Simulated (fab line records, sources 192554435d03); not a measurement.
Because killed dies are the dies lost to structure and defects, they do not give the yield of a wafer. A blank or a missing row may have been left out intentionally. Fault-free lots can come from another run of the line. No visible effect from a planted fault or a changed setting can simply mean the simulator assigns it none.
Matching of chambers	flow n5_finfet	ald_sin-03 running N5_DUMMY_GATE_ALD_02: 4 sister chambers
The step deposits SiO2, target thk 2 nm, pulse time 1 s. 4 wafers are shown with their chamber, then 12 later ones without.

## EACH WAFER AND ITS CHAMBER
wafer	chamber	heater_power_w (W)
L086.1	0	576
L089.1	2	508
L089.2	3	514
L089.3	1	498

## WAFERS WHOSE CHAMBER IS MISSING
wafer	heater_power_w (W)
L089.4	590
L089.5	564
L089.6	509
L093.1	531
L093.5	520
L093.6	519
L095.1	574
L095.2	537
L095.4	508
L097.2	510
L097.3	503
L097.6	517

## WHICH CHAMBER EACH WENT THROUGH
wafer	from the rows above	in truth
L089.4	0	0
L089.5	0	0
L089.6	can't be placed: 2 or 3 or 1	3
L093.1	can't be placed: 3 or 2 or 1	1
L093.5	can't be placed: 3 or 2 or 1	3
L093.6	can't be placed: 3 or 2 or 1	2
L095.1	0	0
L095.2	can't be placed: 3 or 2 or 0 or 1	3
L095.4	can't be placed: 2 or 3 or 1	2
L097.2	can't be placed: 2 or 3 or 1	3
L097.3	can't be placed: 1 or 2 or 3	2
L097.6	can't be placed: 3 or 2 or 1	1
Correctly placed: 3 of 12. Unplaceable from these rows: 9, with the true chamber sitting among the candidates in 9. Placed wrongly: 0.
How it was worked out, from the rows above alone: a wafer's distance from a chamber is the root of the sum, over the readings, of the square of ((its reading less the chamber's mean) divided by the reading's scatter). The wafer belongs to the nearest chamber; if the next one is less than 2 further off, it can't be placed. For every chamber, the mean is computed from those of its wafers that are shown. The scatter: with one shown wafer a chamber, the root of the mean of the squares of how far each hidden wafer lies from its nearest shown one.
